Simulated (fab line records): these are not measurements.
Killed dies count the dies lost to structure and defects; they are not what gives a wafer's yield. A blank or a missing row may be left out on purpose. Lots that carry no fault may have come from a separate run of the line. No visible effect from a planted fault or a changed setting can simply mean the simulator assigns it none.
Lot-split experiment | flow n5Finfet | route with 1938 steps; 7 lots, 39 wafers read

## THE SPLIT
At N5_BEOL_M1_DEP_57 (deposits SiCN from 3MS/NH3, target thk 8 nm, time 14 s), the setting targetThkA was moved away from the recipe's 80 angstrom on 12 of the 39 wafers read, by -53.0% to +31.6%. This setting was run at the recipe's value on the other wafers.

The reading comes from the split's own step.

## THE READING
SiCN_of_BEOL_M1_DEP_57.thkNm (the simulator's own value, which no gauge read), in nm, at N5_BEOL_M1_DEP_57 (deposits SiCN from 3MS/NH3, target thk 8 nm, time 14 s). There is no usual value for it anywhere in the file. Here, 27 wafers ran the recipe; their average is 8.0 nm with a standard deviation of 0.15 nm.

wafer  | tool, chamber at the split | targetThkA as run, angstrom | against the recipe | SiCN_of_BEOL_M1_DEP_57.thkNm, nm | against lot-mates on the recipe
L078.1 | pecvd-02, 0,2,2            | 80                          | recipe             | 8.2                              | -
L078.3 | pecvd-02, 0,2,2            | 80                          | recipe             | 8.2                              | -
L078.5 | pecvd-02, 0,2,2            | 80                          | recipe             | 8.2                              | -
L078.2 | pecvd-02, 1,0              | 92.12                       | +15.1%             | 9.4                              | +1.2
L078.4 | pecvd-02, 1,0              | 92.12                       | +15.1%             | 9.4                              | +1.2
L078.6 | pecvd-02, 1                | 92.12                       | +15.1%             | 9.6                              | +1.4
L081.1 | pecvd-03, 2,0,0,2          | 80                          | recipe             | 7.8                              | -
L081.3 | pecvd-03, 2,0,0,2          | 80                          | recipe             | 7.8                              | -
L081.4 | pecvd-03, 2,0,0,2          | 80                          | recipe             | 7.8                              | -
L081.6 | pecvd-03, 2,0,0,2          | 80                          | recipe             | 7.8                              | -
L081.2 | pecvd-03, 1                | 80                          | recipe             | 8                                | -
L081.5 | pecvd-03, 1                | 80                          | recipe             | 8                                | -
L089.1 | pecvd-03, 1,2              | 80                          | recipe             | 7.8                              | -
L089.3 | pecvd-03, 1,2              | 80                          | recipe             | 7.8                              | -
L089.2 | pecvd-03, 0                | 80                          | recipe             | 8                                | -
L089.4 | pecvd-03, 1                | 43.45                       | -45.7%             | 4.4                              | -3.5
L089.5 | pecvd-03, 2,0              | 43.45                       | -45.7%             | 4.2                              | -3.7
L089.6 | pecvd-03, 2,0              | 43.45                       | -45.7%             | 4.2                              | -3.7
L088.3 | pecvd-03, 2                | 80                          | recipe             | 8                                | -
L088.6 | pecvd-03, 2                | 80                          | recipe             | 8                                | -
L088.5 | pecvd-03, 1                | 80                          | recipe             | 8.2                              | -
L090.1 | pecvd-01, 2,1              | 105.3                       | +31.6%             | 10.4                             | +2.4
L090.6 | pecvd-01, 2,1              | 105.3                       | +31.6%             | 10.4                             | +2.4
L090.2 | pecvd-01, 1                | 80                          | recipe             | 7.8                              | -
L090.3 | pecvd-01, 0                | 80                          | recipe             | 8                                | -
L090.4 | pecvd-01, 2                | 105.3                       | +31.6%             | 10.6                             | +2.6
L090.5 | pecvd-01, 0                | 80                          | recipe             | 8.2                              | -
L096.1 | pecvd-02, 0,2,1,2          | 80                          | recipe             | 8                                | -
L096.2 | pecvd-02, 0,2,1,2          | 80                          | recipe             | 8                                | -
L096.3 | pecvd-02, 0,2,1,2          | 80                          | recipe             | 8                                | -
L096.6 | pecvd-02, 0,2,1,2          | 80                          | recipe             | 8                                | -
L096.4 | pecvd-02, 0,1              | 80                          | recipe             | 8.2                              | -
L096.5 | pecvd-02, 0,1              | 80                          | recipe             | 8.2                              | -
L097.1 | pecvd-02, 0                | 80                          | recipe             | 8                                | -
L097.5 | pecvd-02, 0                | 80                          | recipe             | 8                                | -
L097.2 | pecvd-02, 1                | 37.62                       | -53.0%             | 3.8                              | -4.3
L097.6 | pecvd-02, 1                | 37.62                       | -53.0%             | 3.8                              | -4.3
L097.3 | pecvd-02, 0                | 37.62                       | -53.0%             | 4                                | -4.1
L097.4 | pecvd-02, 1                | 80                          | recipe             | 8.2                              | -
When a row names more than one chamber, that row covers several wafers, and the file does not tell which wafer ran in which chamber.

FIT RESULTS
A straight line over all 39 wafers: SiCN_of_BEOL_M1_DEP_57.thkNm changes by +0.0802 nm for each +1% of targetThkA; r = +1.00; the points scatter about the line by 0.16 nm.
The same after taking each lot's own level away (the mean of its wafers on the recipe; 39 wafers): +0.0791 nm for each +1%; r = +1.00; scatter 0.1 nm.
On that fit, the largest move of targetThkA shifts the reading by 4.2 nm.
Across the lots, their own levels run from 7.87 to 8.20 nm, a range of 2.2 times the standard deviation given above.
The two slopes are in agreement: the lot-to-lot level therefore moves the slope only a little.
Check: for one of the wafers moved furthest among these (-53.0%), held out of the fit, the line's prediction against its lot-mates is -4.17 nm. It came out at -4.27 nm against them.

## THESE WAFERS: OTHER SPLITS
These wafers also went through other splits before the reading. Each is held against what the fit with the lots' levels taken away leaves over:
other split on the same wafers        | wafers away from the commonest value | r with SiCN_of_BEOL_M1_DEP_57.thkNm (lot level and that fit taken away)
N5_ZERO_LAYER_DEVELOP_10 developTimeS | 12                                   | -0.15
N5_FIN_SAQP_HM_DEP_03 targetThkA      | 15                                   | +0.04
N5_SD_EPI_P_ETCHBACK_46 targetDepthA  | 9                                    | -0.17
N5_BEOL_M0_SAQP_PECVD_96 timeS        | 18                                   | -0.14

## THE FILE'S OWN FIT
SiCN_of_BEOL_M1_DEP_57.thkNm changes by +0.0791 nm for each +1% of targetThkA, r = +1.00.
